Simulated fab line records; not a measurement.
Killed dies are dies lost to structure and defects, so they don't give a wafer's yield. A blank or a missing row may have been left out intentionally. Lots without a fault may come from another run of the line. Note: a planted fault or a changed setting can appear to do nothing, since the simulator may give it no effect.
The tool behind it: which one? ; flow nand_harc ; 18 wafers from 6 lots sampled at 2 of the route's 1302 steps

## WHAT THE GAUGES SHOWED, per wafer
NHARC_A_BLC_INSPECT_28.
lot;measured;on;raw_defect_count
L488;day 25 21:15;defect_inspect-02;608 897 794
L493;day 28 06:23;defect_inspect-01;480 598 613
L496;day 29 13:29;defect_inspect-02;314 426 388
L497;day 30 13:58;defect_inspect-02;405 565 670
L499;day 30 20:22;defect_inspect-01;527 415 387
L502;day 32 02:58;defect_inspect-02;599 422 523

## EACH LOT AND THE TOOL THAT RAN IT (in order: tool; ch and the chambers of the sampled wafers; start)
lot;NHARC_A_BLC_PVD_32
L488;pvd_sputter-01, day 25 21:15 or earlier
L493;pvd_sputter-03, day 28 06:23 or earlier
L496;pvd_sputter-02, day 29 13:29 or earlier
L497;pvd_sputter-02, day 30 13:58 or earlier
L499;pvd_sputter-02, day 30 20:22 or earlier
L502;pvd_sputter-03, day 32 02:58 or earlier
- NHARC_A_BLC_PVD_32: deposits Ti, target thk 5 nm, time 17.7 s.

## THE ANSWER, worked out from the rows above alone
Rule: what is usual is taken from the lots themselves. The widest of any qualifying gaps counts: lots, ordered by their means at a reading, are off when they make up no more than a third of the lots, leave a main group of 4 or more, and stand apart from it by 3 or more times the standard deviation of that group's means. If all means in a main group match to the digits the tables above print for the reading, that group is not used. A lot without any number at a reading at which 4 lots or more have one is off too. Where the step has rows for the other lots, those lots are counted as sound.
No lot is off at any reading shown: from this, nothing can be told.

## WHAT THE SIMULATOR HAD PUT IN
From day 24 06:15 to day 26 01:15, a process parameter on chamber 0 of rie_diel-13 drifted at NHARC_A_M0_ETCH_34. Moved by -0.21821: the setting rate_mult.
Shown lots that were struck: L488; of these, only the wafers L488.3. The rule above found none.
